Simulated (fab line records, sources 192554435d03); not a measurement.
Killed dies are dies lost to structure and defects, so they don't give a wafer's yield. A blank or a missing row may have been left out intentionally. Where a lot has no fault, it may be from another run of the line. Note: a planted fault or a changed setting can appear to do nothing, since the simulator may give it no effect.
Lot-split experiment ; flow n5-finfet ; on a route of 1938 steps: 7 lots, 21 wafers read

== SPLIT DETAILS ==
At N5_BEOL_M13_ETCH_68 (etches SOC in N2/H2, time 355 s), the setting time-s was moved away from the recipe's 355 s on 11 of the 21 wafers read, by -17.9% to +18.7%. All remaining wafers had this setting at the recipe value.

The reading is taken at the split's own step.

== THE READING ==
SiARC_of_BEOL_M13_COAT_66.thk-nm (the simulator's own value, which no gauge read), in nm, at N5_BEOL_M13_ETCH_68 (etches SOC in N2/H2, time 355 s). The file does not state a usual value for it. The 10 wafers here that ran the recipe average 77.1 nm, standard deviation 0.66 nm.

wafer;tool, chamber at the split;time-s as run, s;against the recipe;SiARC_of_BEOL_M13_COAT_66.thk-nm, nm;against lot-mates on the recipe
L074.1;rie-diel-01, 1;355;recipe;77.6;-
L074.4;rie-diel-01, 3;376;+5.9%;75.6;-2.0
L074.5;rie-diel-01, 3;376;+5.9%;75.6;-2.0
L075.3;rie-diel-01, 1;355;recipe;77;-
L075.4;rie-diel-01, 2;355;recipe;76;-
L075.5;rie-diel-01, 0;355;recipe;77.2;-
L085.2;rie-diel-01, 0;317;-10.7%;80.4;no lot-mate on the recipe
L085.3;rie-diel-01, 3;317;-10.7%;81;no lot-mate on the recipe
L085.4;rie-diel-01, 2;317;-10.7%;79.6;no lot-mate on the recipe
L086.2;rie-diel-05, 0;355;recipe;77;-
L086.3;rie-diel-05, 3;291.4;-17.9%;82.8;+5.1
L086.4;rie-diel-05, 1;355;recipe;78.4;-
L089.2;rie-diel-05, 0;355;recipe;77.8;-
L089.4;rie-diel-05, 2;421.5;+18.7%;72;-5.8
L089.5;rie-diel-05, 0;421.5;+18.7%;71.2;-6.6
L095.3;rie-diel-02, 1;355;recipe;77.2;-
L095.4;rie-diel-02, 0;392.5;+10.6%;73.6;-3.6
L095.5;rie-diel-02, 0;392.5;+10.6%;73.2;-4.0
L096.3;rie-diel-02, 3;355;recipe;76.4;-
L096.5;rie-diel-02, 3;355;recipe;76.6;-
L096.6;rie-diel-02, 2;295.9;-16.6%;82;+5.5

THE FIT
A straight line over all 21 wafers: SiARC_of_BEOL_M13_COAT_66.thk-nm changes by -0.304 nm for each +1% of time-s; r = -0.98; the points scatter about the line by 0.59 nm.
The same after taking each lot's own level away (the mean of its wafers on the recipe; 18 wafers): -0.324 nm for each +1%; r = -0.99; scatter 0.43 nm.
According to that fit, moving time-s by its largest amount changes the reading by 6.1 nm.
From 76.50 to 77.80 nm: that is the span of the lots' own levels, equal to 2.0 times the standard deviation above.
The two slopes are in agreement: the lot-to-lot level therefore moves the slope only a little.
Check: for one of the wafers moved furthest among these (+18.7%), held out of the fit, the line's prediction against its lot-mates is -6.28 nm. Against them it came out at -5.8 nm.

== THE FILE'S OWN FIT ==
SiARC_of_BEOL_M13_COAT_66.thk-nm changes by -0.32 nm for each +1% of time-s, r = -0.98.
